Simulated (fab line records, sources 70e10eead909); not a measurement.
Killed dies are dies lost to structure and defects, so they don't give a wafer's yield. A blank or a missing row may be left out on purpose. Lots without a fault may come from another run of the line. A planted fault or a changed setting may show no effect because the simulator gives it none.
fab line records | flow nand_harc
record lots=13 wafers=39 last_day=24
route steps=1159 shown A_CONTACT@936 END@1159
lots that met no fault: from a run of the same line without faults
start_h: hours from the record's first day to the start of the lot's first wafer shown | wait_h: hours since the lot's step before | " the same as in the row above | L1.1+2: a row that stands for several wafers | - no value, or no start given | * or withheld: withheld | < > ~ a bound
route shown NAME@n: a module of which the file shows steps, and the number in the route of the first | usual: mean/standard deviation of fault-free wafers | same: alike in all rows | chamber/n: place in a boat | sites: the reading at each site | _std_site: their standard deviation | _edge_site: outer sites' mean less inner sites' | radius_mm: how far each site lies from the wafer's centre | mask NAME#n: copy n | behind: the tool/chamber that last shaped the wafer | hold: why the lot was held/for how many hours/how that ended | device: the transistor (n, p or np) that didn't switch | end of line: the same wafers' tests at the end of the route | a step without rows: its recipe alone | killed: dies lost to structure and defects at the first sort, not the wafer's yield | map: a wafer's dies, x killed, . not, _ none there
set.NAME: the setting as run; set.NAME@STEP: as run at that earlier step | model.NAME: the simulator's own value behind a step, which no gauge read
steps of the route over a sample of lots; a table a step, a row a wafer
services: from which hour (start_h, from the record's first day; less than 0 if before it) a tool's chamber was out of use, for how many hours, and why
## steps
# step NHARC_A_CONTACT_OVL_MEAS_09
# usual overlay_x_nm=0.0/0.97 overlay_y_nm=-0.1/0.91
# columns lot.wafer tool chamber start_h wait_h overlay_x_nm overlay_y_nm
L892.4 overlay-02 - 379.65 - 0.8 1.4
L892.5 " - " " 0.4 1.4
L892.6 " - " " 0.9 1.8
L890.2 overlay-02 - 391.04 - 0.2 -0.5
L890.4 " - " " 0.5 -0.4
L890.6 " - " " 0.2 -0.5
L891.1 overlay-02 - 397.84 - 1.0 -1.1
L891.2 " - " " 0.2 -1.8
L891.6 " - " " 1.3 -1.4
L893.1 overlay-01 - 415.41 - 1.3 0.8
L893.3 " - " " 0.8 0.0
L893.5 " - " " 0.0 0.3
L895.4 overlay-02 - 416.70 - 2.4 1.1
L895.5 " - " " 1.5 1.3
L895.6 " - " " 1.3 1.2
L896.4 overlay-02 - 417.94 - -0.6 0.4
L896.5 " - " " 0.0 0.8
L896.6 " - " " 0.1 1.0
L899.1 overlay-01 - 444.09 - 0.1 0.1
L899.2 " - " " -0.1 -0.2
L899.3 " - " " 0.1 -0.1
L903.1 overlay-02 - 451.32 - -0.5 0.1
L903.2 " - " " -0.3 0.2
L903.6 " - " " -0.4 -0.3
L902.3 overlay-01 - 454.27 - 0.6 0.8
L902.4 " - " " 0.5 1.0
L902.5 " - " " 0.3 0.8
L909.2 overlay-01 - 499.38 - -0.4 0.3
L909.3 " - " " 0.2 -0.1
L909.6 " - " " 0.4 0.4
L911.1 overlay-02 - 504.29 - -0.2 0.9
L911.4 " - " " -0.3 0.4
L911.5 " - " " -0.2 0.3
L912.2 overlay-01 - 508.51 - -1.2 -0.2
L912.4 " - " " -1.2 0.2
L912.5 " - " " -0.9 0.1
L913.1 overlay-02 - 514.16 - 2.2 -0.6
L913.2 " - " " 2.6 -0.2
L913.3 " - " " 2.0 -0.5
# step NHARC_A_CONTACT_ETCH_134
# recipe source_w=withheld pressure_mtorr=20 bias_v=withheld time_s=140 target_depth_a=7000 ar_flow_sccm=withheld c4f8_flow_sccm=withheld o2_flow_sccm=withheld chemistry=C4F8/O2/Ar
# columns lot.wafer tool chamber start_h wait_h rf_hours_counter_h
L892.4 har_cap_etch-02 0 380.84 - -
L892.5 " 1 " " -
L892.6 " 0 " " -
L890.2 har_cap_etch-03 1 392.22 - 89
L890.4 " 0 " " -
L890.6 " 1 " " -
L891.2 har_cap_etch-02 1 398.93 - 12
L891.1 " 0 " " 12
L891.6 " 0 " " -
L893.1 har_cap_etch-01 0 416.53 - 64
L893.3 " 1 " " -
L893.5 " 0 " " -
L895.4 har_cap_etch-02 1 417.85 - -
L895.5 " 1 " " -
L895.6 " 0 " " -
L896.4 har_cap_etch-02 0 419.18 - -
L896.5 " 0 " " -
L896.6 " 1 " " -
L899.2 har_cap_etch-01 0 445.32 - 70
L899.1 " 1 " " 70
L899.3 " 1 " " -
L903.2 har_cap_etch-03 0 452.64 - 99
L903.1 " 1 " " 99
L903.6 " 0 " " -
L902.4 har_cap_etch-03 1 455.89 - -
L902.3 " 0 " " -
L902.5 " 0 " " -
L909.2 har_cap_etch-02 0 500.61 - 33
L909.3 " 0 " " -
L909.6 " 1 " " -
L911.1 har_cap_etch-02 0 505.38 - 34
L911.4 " 1 " " -
L911.5 " 1 " " -
L912.2 har_cap_etch-02 1 510.15 - 34
L912.4 " 1 " " -
L912.5 " 0 " " -
L913.1 har_cap_etch-03 1 515.24 - 111
L913.2 " 0 " " 111
L913.3 " 0 " " -
# step NHARC_A_CONTACT_ETCH_139
# recipe source_w=withheld pressure_mtorr=20 bias_v=400 time_s=137 target_depth_a=5900 ar_flow_sccm=withheld c4f8_flow_sccm=11.5 o2_flow_sccm=7.2 chemistry=C4F8/O2/Ar
# columns lot.wafer tool chamber start_h wait_h rf_hours_counter_h
L892.4 har_cap_etch-02 0 381.54 0.2 -
L892.5 " 1 " " -
L892.6 " 0 " " -
L890.2 har_cap_etch-03 1 392.92 0.1 90
L890.4 " 0 " " -
L890.6 " 1 " " -
L891.2 har_cap_etch-02 1 399.62 0.1 12
L891.1 " 0 " " 12
L891.6 " 0 " " -
L893.1 har_cap_etch-01 0 417.23 0.1 64
L893.3 " 1 " " -
L893.5 " 0 " " -
L895.4 har_cap_etch-02 1 418.55 0.1 -
L895.5 " 1 " " -
L895.6 " 0 " " -
L896.4 har_cap_etch-02 0 419.88 0.1 -
L896.5 " 0 " " -
L896.6 " 1 " " -
L899.2 har_cap_etch-01 0 446.01 0.1 70
L899.1 " 1 " " 70
L899.3 " 1 " " -
L903.2 har_cap_etch-03 0 453.32 0.1 100
L903.1 " 1 " " 100
L903.6 " 0 " " -
L902.4 har_cap_etch-03 1 456.59 0.1 -
L902.3 " 0 " " -
L902.5 " 0 " " -
L909.2 har_cap_etch-02 0 501.30 0.1 34
L909.3 " 0 " " -
L909.6 " 1 " " -
L911.1 har_cap_etch-02 0 506.06 0.1 34
L911.4 " 1 " " -
L911.5 " 1 " " -
L912.2 har_cap_etch-02 1 510.85 0.1 35
L912.4 " 1 " " -
L912.5 " 0 " " -
L913.1 har_cap_etch-03 1 516.16 0.1 112
L913.2 " 0 " " 112
L913.3 " 0 " " -
# step NHARC_A_CONTACT_ETCH_98
# recipe target_depth_a=200 over_etch_frac=0.5 time_s=10 ion_energy_ev=250 c4f6_flow_sccm=25 o2_flow_sccm=20 ar_flow_sccm=500 rf_w=600 bias_w=500 chemistry=C4F6/O2
# usual drypump_motor_current_A=5.7/0.46 oes_product_au=0.956/0.019 rf_vpp_V=546.5/2.1 showerhead_plenum_p_Torr=3.90/0.098 throttle_valve_pct=26.903/0.009
# columns lot.wafer tool chamber start_h wait_h drypump_motor_current_A oes_product_au rf_hours_counter_h rf_vpp_V showerhead_plenum_p_Torr throttle_valve_pct
L892.4 rie_diel-13 0 381.97 - 5.6 0.956 15 547.2 3.93 26.920
L892.5 " 0 " " 5.5 0.956 - 548.6 3.94 26.910
L892.6 " 1 " " 6.1 0.935 - 545.1 3.89 26.894
L890.4 rie_diel-11 1 393.42 - 5.4 0.935 6 541.0 3.72 26.883
L890.2 " 3 " " 5.0 0.950 6 546.3 3.86 26.892
L890.6 " 1 " " 5.4 0.939 - 541.9 3.72 26.911
L891.2 rie_diel-09 2 400.18 - 5.4 0.969 48 546.5 3.94 26.906
L891.1 " 0 " " 5.5 0.955 52 549.2 4.08 26.912
L891.6 " 1 " " 6.7 0.946 - 548.9 4.07 26.899
L893.1 rie_diel-11 2 417.73 - 6.0 0.949 14 546.7 4.01 26.909
L893.3 " 0 " " 6.0 0.948 12 547.0 3.89 26.904
L893.5 " 3 " " 5.0 0.954 - 545.7 3.86 26.897
L895.4 rie_diel-11 0 419.06 - 6.0 0.932 13 545.4 3.89 26.911
L895.6 " 2 " " 6.0 0.939 - 548.6 4.01 26.903
L895.5 " 3 " " 5.0 0.962 - 545.1 3.86 26.905
L896.4 rie_diel-09 1 420.35 - 6.7 0.930 56 549.8 4.07 26.881
L896.6 " 2 " " 5.4 0.942 - 547.3 3.93 26.905
L896.5 " 3 " " 5.8 0.954 - 543.7 3.77 26.900
L899.2 rie_diel-13 0 446.58 0.1 5.6 0.939 29 546.8 3.93 26.900
L899.1 " 1 " " 6.1 0.942 31 546.9 3.88 26.897
L899.3 " 3 " " 5.1 0.943 26 547.4 3.84 26.896
L903.1 rie_diel-11 3 453.86 - 5.0 0.960 29 545.2 3.85 26.904
L903.2 " 2 " " 6.0 0.739 29 547.9 4.00 26.908
L903.6 " 0 " " 6.0 0.939 - 547.0 3.88 26.906
L902.3 rie_diel-11 2 457.09 - 6.0 0.769 30 547.5 4.00 26.909
L902.4 " 0 " " 6.0 0.947 30 545.7 3.88 26.899
L902.5 " 1 " " 5.4 0.971 - 543.5 3.71 26.898
L909.2 rie_diel-13 0 501.90 - 5.6 0.996 7 546.1 3.92 26.887
L909.3 " 1 " " 6.2 0.992 7 547.0 3.87 26.907
L909.6 " 3 " " 5.1 0.991 - 544.7 3.83 26.896
L911.1 rie_diel-13 0 506.61 - 5.6 0.930 8 548.0 3.92 26.901
L911.4 " 2 " " 6.2 0.955 8 548.2 4.01 26.891
L911.5 " 0 " " 5.6 0.937 - 546.7 3.92 26.899
L912.4 rie_diel-13 1 511.36 - 6.2 0.960 9 546.0 3.87 26.899
L912.2 " 2 " " 6.1 0.945 10 548.0 4.01 26.908
L912.5 " 0 " " 5.6 0.970 - 546.2 3.92 26.917
L913.3 rie_diel-13 1 516.78 - 6.1 0.950 10 544.8 3.87 26.935
L913.2 " 2 " " 6.2 0.954 11 548.4 4.00 26.909
L913.1 " 3 " " 5.1 0.954 11 546.8 3.83 26.919
# step NHARC_END_SORT_01
# recipe temp_c=25
# usual killed_at_array=27/8.8 killed_at_other=0.4/0.82 killed_at_periphery=3.1/2.1 killed_dies=31/8.8 killed_open=3.3/2 killed_short=2.0/1.4
# same gross_dies=677
# columns lot.wafer tool chamber start_h wait_h killed_at_array killed_at_other killed_at_periphery killed_dies killed_open killed_short
L892.4 prober-02 0 454.60 3.4 33 0 3 36 3 4
L892.5 prober-02 0 455.40 3.7 40 1 3 44 5 3
L892.6 prober-02 0 456.21 4.0 40 0 5 45 4 3
L890.2 prober-01 0 459.74 2.8 29 0 0 29 5 3
L890.4 prober-01 0 461.35 3.4 18 0 1 19 5 0
L890.6 prober-01 0 462.97 4.0 21 0 1 22 2 1
L891.1 prober-01 0 466.76 2.5 18 0 4 22 1 4
L891.2 prober-01 0 467.56 2.8 15 1 4 20 2 1
L891.6 prober-01 0 470.76 4.0 18 0 2 20 2 4
L893.1 prober-01 0 474.56 2.5 37 0 1 38 3 1
L893.3 prober-01 0 476.16 3.1 37 1 1 39 3 1
L893.5 prober-01 0 477.76 3.7 29 0 0 29 0 0
L896.4 prober-02 0 477.97 3.4 33 0 2 35 6 1
L896.5 prober-02 0 478.77 3.7 25 0 6 31 4 3
L896.6 prober-02 0 479.57 4.0 32 0 3 35 6 1
L895.4 prober-01 0 484.77 3.4 7 0 6 13 2 1
L895.5 prober-01 0 485.57 3.7 15 0 2 17 1 0
L895.6 prober-01 0 486.37 4.0 10 0 2 12 1 2
L899.1 prober-01 0 497.92 2.5 13 0 5 18 4 2
L899.2 prober-01 0 498.72 2.8 15 0 8 23 2 0
L899.3 prober-01 0 499.52 3.1 13 0 3 16 2 1
L903.1 prober-02 0 505.39 2.5 24 3 4 31 2 0
L903.2 prober-02 0 506.18 2.8 494 2 2 498 7 1
L903.6 prober-02 0 509.34 3.9 23 5 4 32 3 5
L902.3 prober-01 0 507.37 3.1 490 0 0 490 3 1
L902.4 prober-01 0 508.18 3.4 25 0 1 26 3 2
L902.5 prober-01 0 508.99 3.7 26 0 2 28 2 4
L909.2 prober-01 0 554.68 2.8 27 0 5 32 4 0
L909.3 prober-01 0 555.48 3.1 26 0 1 27 6 2
L909.6 prober-01 0 557.86 4.0 31 1 3 35 2 1
L911.1 prober-01 0 561.68 2.5 33 0 3 36 2 0
L911.4 prober-01 0 564.06 3.4 25 0 7 32 2 2
L911.5 prober-01 0 564.86 3.7 35 0 1 36 1 2
L912.2 prober-02 0 570.12 2.8 53 0 0 53 2 0
L912.4 prober-02 0 571.69 3.4 41 0 4 45 7 1
L912.5 prober-02 0 572.48 3.6 49 0 1 50 6 2
L913.1 prober-01 0 571.54 2.5 38 0 5 43 4 4
L913.2 prober-01 0 572.33 2.8 37 0 4 41 2 1
L913.3 prober-01 0 573.11 3.1 42 1 5 48 7 2
# killed by level:class
L892.4 A_CHANNEL_HOLE_D1:chamber_film_flake=13 A_SLIT:chamber_film_flake=9 A_CONTACT:chamber_film_flake=4 A_CONTACT:geometric_particle:short=2 P_GATE:chamber_film_flake=2 P_M2:geometric_particle:open=1 A_CHANNEL_FILL_D1:geometric_particle:open=1 A_CHANNEL_FILL_D1:geometric_particle:short=1
L892.5 A_CHANNEL_HOLE_D1:chamber_film_flake=18 A_SLIT:chamber_film_flake=7 A_STAIRCASE:chamber_film_flake=5 A_CONTACT:chamber_film_flake=5 P_CONTACT:geometric_particle:open=1 P_M0:geometric_particle:short=1 P_M1:geometric_particle:open=1 A_ONON_D1:geometric_particle:short=1
L892.6 A_CHANNEL_HOLE_D1:chamber_film_flake=14 A_SLIT:chamber_film_flake=9 A_CONTACT:chamber_film_flake=6 P_ZERO_WELL:chamber_film_flake=3 A_STAIRCASE:chamber_film_flake=3 A_CHANNEL_FILL_D1:geometric_particle:short=2 A_CONTACT:geometric_particle:open=2 A_ZERO_WELL:chamber_film_flake=2
L890.2 A_SLIT:chamber_film_flake=9 A_STAIRCASE:chamber_film_flake=7 A_ONON_D1:geometric_particle:open=2 A_WL_FILL:geometric_particle:short=2 A_CHANNEL_HOLE_D1:chamber_film_flake=2 A_CONTACT:chamber_film_flake=2 A_CHANNEL_HOLE_D1:geometric_particle:open=1 A_CHANNEL_FILL_D1:geometric_particle:open=1
L890.4 A_SLIT:chamber_film_flake=7 A_CONTACT:chamber_film_flake=3 A_CHANNEL_HOLE_D1:chamber_film_flake=2 P_M0:geometric_particle:open=1 A_SGD_CUT:geometric_particle:open=1 A_WL_FILL:geometric_particle:open=1 A_CONTACT:geometric_particle:open=1 A_M0:geometric_particle:open=1
L890.6 A_SLIT:chamber_film_flake=12 A_CONTACT:chamber_film_flake=4 A_STAIRCASE:chamber_film_flake=3 P_GATE:geometric_particle:open=1 A_CHANNEL_FILL_D1:geometric_particle:short=1 A_SGD_CUT:geometric_particle:open=1
L891.1 A_STAIRCASE:chamber_film_flake=4 A_WL_FILL:chamber_film_flake=4 P_GATE:chamber_film_flake=3 A_CONTACT:chamber_film_flake=2 P_STI:geometric_particle:short=1 A_ONON_D1:geometric_particle:short=1 A_CHANNEL_FILL_D1:geometric_particle:short=1 A_CHANNEL_FILL_D1:geometric_particle:open=1
L891.2 A_WL_FILL:chamber_film_flake=5 A_STAIRCASE:chamber_film_flake=4 A_SLIT:chamber_film_flake=2 A_CONTACT:chamber_film_flake=2 P_M0:geometric_particle:open=1 P_M2:geometric_particle:short=1 A_CHANNEL_HOLE_D1:geometric_particle:open=1 P_ZERO_WELL:chamber_film_flake=1
L891.6 A_WL_FILL:chamber_film_flake=3 A_WL_FILL:geometric_particle:short=2 P_GATE:chamber_film_flake=2 A_CHANNEL_HOLE_D1:chamber_film_flake=2 A_STAIRCASE:chamber_film_flake=2 A_SLIT:chamber_film_flake=2 A_SGD_CUT:geometric_particle:short=1 A_SGD_CUT:geometric_particle:open=1
L893.1 A_CHANNEL_HOLE_D1:chamber_film_flake=10 A_SLIT:chamber_film_flake=7 A_M1:chamber_film_flake=6 A_CONTACT:chamber_film_flake=3 A_CONTACT:geometric_particle:open=2 A_ZERO_WELL:chamber_film_flake=2 A_WL_FILL:chamber_film_flake=2 A_BLC:chamber_film_flake=2
L893.3 A_CHANNEL_HOLE_D1:chamber_film_flake=13 A_SLIT:chamber_film_flake=12 A_CONTACT:chamber_film_flake=4 A_STAIRCASE:chamber_film_flake=2 P_M0:geometric_particle:open=1 A_WL_FILL:geometric_particle:short=1 A_CONTACT:geometric_particle:open=1 STARTING-WAFER:geometric_particle:open=1
L893.5 A_SLIT:chamber_film_flake=10 A_CHANNEL_HOLE_D1:chamber_film_flake=9 A_STAIRCASE:chamber_film_flake=3 A_CONTACT:chamber_film_flake=3 A_M1:chamber_film_flake=2 A_ZERO_WELL:chamber_film_flake=1 A_CHANNEL_FILL_D1:chamber_film_flake=1
L896.4 A_CHANNEL_HOLE_D1:chamber_film_flake=13 A_CONTACT:chamber_film_flake=5 A_M1:chamber_film_flake=4 A_STAIRCASE:chamber_film_flake=3 A_SOURCE_PLATE:geometric_particle:open=2 P_M2:geometric_particle:open=1 A_STAIRCASE:geometric_particle:open=1 A_WL_FILL:geometric_particle:short=1
L896.5 A_CHANNEL_HOLE_D1:chamber_film_flake=8 A_STAIRCASE:chamber_film_flake=7 A_CONTACT:chamber_film_flake=3 A_CONTACT:geometric_particle:short=2 A_M1:chamber_film_flake=2 P_CONTACT:geometric_particle:open=1 P_M0:geometric_particle:open=1 P_M1:geometric_particle:open=1
L896.6 A_CHANNEL_HOLE_D1:chamber_film_flake=14 A_STAIRCASE:chamber_film_flake=5 P_ZERO_WELL:chamber_film_flake=3 A_CONTACT:chamber_film_flake=3 A_CONTACT:geometric_particle:open=2 A_BLC:geometric_particle:open=2 A_CHANNEL_FILL_D1:geometric_particle:open=1 A_WL_FILL:geometric_particle:short=1
L895.4 P_ZERO_WELL:chamber_film_flake=5 A_CONTACT:chamber_film_flake=3 A_CHANNEL_HOLE_D1:chamber_film_flake=2 P_STI:geometric_particle:open=1 A_ONON_D1:geometric_particle:open=1 A_WL_FILL:geometric_particle:short=1
L895.5 A_STAIRCASE:chamber_film_flake=5 A_M1:chamber_film_flake=4 A_CHANNEL_HOLE_D1:chamber_film_flake=3 A_CONTACT:chamber_film_flake=2 P_GATE:geometric_particle:open=1 P_ZERO_WELL:chamber_film_flake=1 A_WL_FILL:chamber_film_flake=1
L895.6 A_CHANNEL_HOLE_D1:chamber_film_flake=3 A_STAIRCASE:chamber_film_flake=3 A_CONTACT:chamber_film_flake=3 P_GATE:geometric_particle:open=1 P_M1:geometric_particle:short=1 A_WL_FILL:geometric_particle:short=1
L899.1 P_BONDPAD:chamber_film_flake=5 A_CHANNEL_HOLE_D1:chamber_film_flake=4 A_CONTACT:chamber_film_flake=2 A_ONON_D1:geometric_particle:short=1 A_ONON_D1:geometric_particle:open=1 A_CHANNEL_FILL_D1:geometric_particle:open=1 A_WL_FILL:geometric_particle:short=1 A_CONTACT:geometric_particle:open=1
L899.2 P_BONDPAD:chamber_film_flake=5 A_CONTACT:chamber_film_flake=5 A_CHANNEL_HOLE_D1:chamber_film_flake=4 A_STAIRCASE:chamber_film_flake=4 P_M0:geometric_particle:open=1 A_WL_FILL:geometric_particle:open=1 P_ZERO_WELL:chamber_film_flake=1 P_CONTACT:chamber_film_flake=1
L899.3 A_CONTACT:chamber_film_flake=6 P_BONDPAD:chamber_film_flake=3 A_CHANNEL_HOLE_D1:chamber_film_flake=3 A_CHANNEL_HOLE_D1:geometric_particle:open=1 A_STAIRCASE:geometric_particle:open=1 A_CONTACT:geometric_particle:short=1 A_STAIRCASE:chamber_film_flake=1
L903.1 A_SLIT:chamber_film_flake=11 A_CHANNEL_HOLE_D1:chamber_film_flake=7 A_CONTACT:chamber_film_flake=5 THIN_TSV:chamber_film_flake=3 P_GATE:chamber_film_flake=2 P_GATE:geometric_particle:open=1 A_ONON_D1:geometric_particle:open=1 P_ZERO_WELL:chamber_film_flake=1
L903.2 A_CONTACT:area_etch=471 A_CHANNEL_HOLE_D1:chamber_film_flake=6 A_SLIT:chamber_film_flake=5 A_CONTACT:chamber_film_flake=5 A_CONTACT:geometric_particle:open=3 THIN_TSV:chamber_film_flake=2 P_M0:geometric_particle:open=1 A_ONON_D1:geometric_particle:open=1
L902.3 A_CONTACT:area_etch=463 A_CHANNEL_HOLE_D1:chamber_film_flake=18 A_CONTACT:chamber_film_flake=4 A_CONTACT:geometric_particle:open=2 A_WL_FILL:geometric_particle:short=1 A_M0:geometric_particle:open=1 A_STAIRCASE:chamber_film_flake=1
L902.4 A_CHANNEL_HOLE_D1:chamber_film_flake=17 A_CONTACT:chamber_film_flake=2 A_ONON_D1:geometric_particle:open=1 A_ONON_D1:geometric_particle:short=1 A_CONTACT:geometric_particle:short=1 A_CONTACT:geometric_particle:open=1 A_BLC:geometric_particle:open=1 P_STI:chamber_film_flake=1
L902.5 A_CHANNEL_HOLE_D1:chamber_film_flake=17 A_CONTACT:chamber_film_flake=3 P_CONTACT:geometric_particle:short=1 A_ONON_D1:geometric_particle:open=1 A_CHANNEL_FILL_D1:geometric_particle:short=1 A_SGD_CUT:geometric_particle:short=1 A_CONTACT:geometric_particle:open=1 A_M0:geometric_particle:short=1
L903.6 A_SLIT:chamber_film_flake=11 THIN_TSV:chamber_film_flake=5 A_CONTACT:chamber_film_flake=3 A_SOURCE_PLATE:geometric_particle:short=2 P_GATE:chamber_film_flake=2 A_CHANNEL_HOLE_D1:chamber_film_flake=2 P_CONTACT:geometric_particle:open=1 P_M1:geometric_particle:short=1
L909.2 A_SLIT:chamber_film_flake=12 A_CHANNEL_HOLE_D1:chamber_film_flake=5 A_WL_FILL:chamber_film_flake=3 A_CONTACT:chamber_film_flake=3 A_CHANNEL_FILL_D1:geometric_particle:open=2 P_STI:chamber_film_flake=2 A_ONON_D1:geometric_particle:open=1 A_BLC:geometric_particle:open=1
L909.3 A_SLIT:chamber_film_flake=11 A_CONTACT:geometric_particle:open=2 A_CHANNEL_HOLE_D1:chamber_film_flake=2 A_STAIRCASE:chamber_film_flake=2 A_SOURCE_PLATE:geometric_particle:short=1 A_ONON_D1:geometric_particle:open=1 A_WL_FILL:geometric_particle:open=1 A_BLC:geometric_particle:open=1
L909.6 A_SLIT:chamber_film_flake=14 A_CHANNEL_HOLE_D1:chamber_film_flake=6 A_STAIRCASE:chamber_film_flake=3 A_CONTACT:chamber_film_flake=3 A_CHANNEL_FILL_D1:chamber_film_flake=1 A_CHANNEL_HOLE_D1:geometric_particle:open=1 A_CHANNEL_FILL_D1:geometric_particle:short=1 A_WL_FILL:geometric_particle:open=1
L911.1 A_CHANNEL_HOLE_D1:chamber_film_flake=26 A_STAIRCASE:chamber_film_flake=3 P_M0:geometric_particle:open=1 A_WL_FILL:geometric_particle:open=1 P_GATE:chamber_film_flake=1 P_M1:chamber_film_flake=1 A_SLIT:chamber_film_flake=1 A_WL_FILL:chamber_film_flake=1
L911.4 A_CHANNEL_HOLE_D1:chamber_film_flake=20 P_GATE:chamber_film_flake=3 P_STI:chamber_film_flake=2 A_STAIRCASE:chamber_film_flake=2 P_CONTACT:geometric_particle:short=1 P_M0:geometric_particle:short=1 A_WL_FILL:geometric_particle:open=1 A_BLC:geometric_particle:open=1
L911.5 A_CHANNEL_HOLE_D1:chamber_film_flake=25 A_WL_FILL:chamber_film_flake=3 A_CONTACT:chamber_film_flake=3 P_M0:geometric_particle:open=1 A_SOURCE_PLATE:geometric_particle:short=1 A_CHANNEL_FILL_D1:geometric_particle:short=1 A_STAIRCASE:chamber_film_flake=1 A_SLIT:chamber_film_flake=1
L912.2 A_CHANNEL_HOLE_D1:chamber_film_flake=26 A_SLIT:chamber_film_flake=18 A_CONTACT:chamber_film_flake=3 A_STAIRCASE:chamber_film_flake=2 A_ONON_D1:geometric_particle:open=1 A_SGD_CUT:geometric_particle:open=1 A_WL_FILL:chamber_film_flake=1 A_BLC:chamber_film_flake=1
L913.1 A_SLIT:chamber_film_flake=16 A_CHANNEL_HOLE_D1:chamber_film_flake=5 A_STAIRCASE:chamber_film_flake=5 A_CONTACT:chamber_film_flake=5 P_M1:chamber_film_flake=4 A_CHANNEL_FILL_D1:geometric_particle:short=2 P_M0:geometric_particle:open=1 A_SOURCE_PLATE:geometric_particle:short=1
L912.4 A_CHANNEL_HOLE_D1:chamber_film_flake=18 A_SLIT:chamber_film_flake=12 A_STAIRCASE:chamber_film_flake=3 A_WL_FILL:geometric_particle:open=2 A_CONTACT:geometric_particle:open=2 P_BONDPAD:chamber_film_flake=2 P_CONTACT:geometric_particle:open=1 P_BONDPAD:geometric_particle:open=1
L913.2 A_SLIT:chamber_film_flake=14 A_CHANNEL_HOLE_D1:chamber_film_flake=7 A_STAIRCASE:chamber_film_flake=7 A_CONTACT:chamber_film_flake=5 P_M1:chamber_film_flake=2 A_BLC:geometric_particle:open=1 A_M0:geometric_particle:short=1 A_M1:geometric_particle:open=1
L912.5 A_CHANNEL_HOLE_D1:chamber_film_flake=22 A_SLIT:chamber_film_flake=12 A_CONTACT:chamber_film_flake=5 A_M0:geometric_particle:open=2 A_BLC:chamber_film_flake=2 A_SOURCE_PLATE:geometric_particle:open=1 A_SOURCE_PLATE:geometric_particle:short=1 A_ONON_D1:geometric_particle:short=1
L913.3 A_SLIT:chamber_film_flake=13 A_CHANNEL_HOLE_D1:chamber_film_flake=10 A_CONTACT:chamber_film_flake=9 P_M1:chamber_film_flake=3 A_STAIRCASE:chamber_film_flake=3 A_CHANNEL_FILL_D1:geometric_particle:open=2 A_CONTACT:geometric_particle:open=2 P_GATE:geometric_particle:open=1
## services
# columns tool chamber start_h hours kind
rie_diel-13 0 358.52 - clean
rie_diel-13 1 358.52 - clean
rie_diel-13 2 358.52 - clean
rie_diel-13 3 358.52 - clean
rie_diel-11 - 367.85 9.0 pm
rie_diel-13 - 369.96 1.1 repair
rie_diel-13 0 383.02 - clean
rie_diel-13 1 383.02 - clean
rie_diel-13 2 383.02 - clean
rie_diel-13 3 383.02 - clean
rie_diel-13 0 407.52 - clean
rie_diel-13 1 407.52 - clean
rie_diel-13 2 407.52 - clean
rie_diel-13 3 407.52 - clean
rie_diel-09 - 407.74 0.8 repair
har_cap_etch-03 - 413.83 5.9 repair
rie_diel-09 - 414.50 0.5 repair
rie_diel-13 3 421.97 15.2 repair
rie_diel-13 2 430.23 30.7 repair
rie_diel-09 - 432.03 9.0 pm
rie_diel-13 1 435.15 6.1 repair
rie_diel-09 0 449.41 8.0 repair
rie_diel-13 - 453.00 9.0 pm
rie_diel-13 0 487.25 4.7 repair
## key
first_sign step=NHARC_A_CONTACT_ETCH_98 reading=oes_product_au direction=down sigmas=11 usual=0.956 struck=0.754
effect step=NHARC_END_SORT_01 reading=killed_at_array direction=up sigmas=53 usual=27 struck=492
more_kills_born_at NHARC_A_CONTACT_ETCH_98@rie_diel-11=934
met_at NHARC_A_CONTACT_ETCH_98
struck_lots L902,L903
struck_wafers L902.3,L903.2
later_rows_left_out L902.3,L903.2
tester_left_out L902,L903
not_acting_at NHARC_A_CONTACT_OVL_MEAS_09,NHARC_A_CONTACT_ETCH_134,NHARC_A_CONTACT_ETCH_139
onset_between 419.06 453.86
fault kind=process_parameter_drift tool=rie_diel-11 chamber=2 onset_h=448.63 steps=NHARC_A_CONTACT_ETCH_98 channel=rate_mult offset=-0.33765 shape=step end_h=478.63
# tester_left_out: of these lots the tester's yield and bins aren't shown, on N5 and GAA mostly nor the transistor test; their killed dies are dies lost to structure and defects alone, not to doping, threshold or leakage, so they don't give the yield
# later_rows_left_out: the simulator's readings of these wafers behind a module that went badly wrong aren't trusted and aren't shown, but for the sort
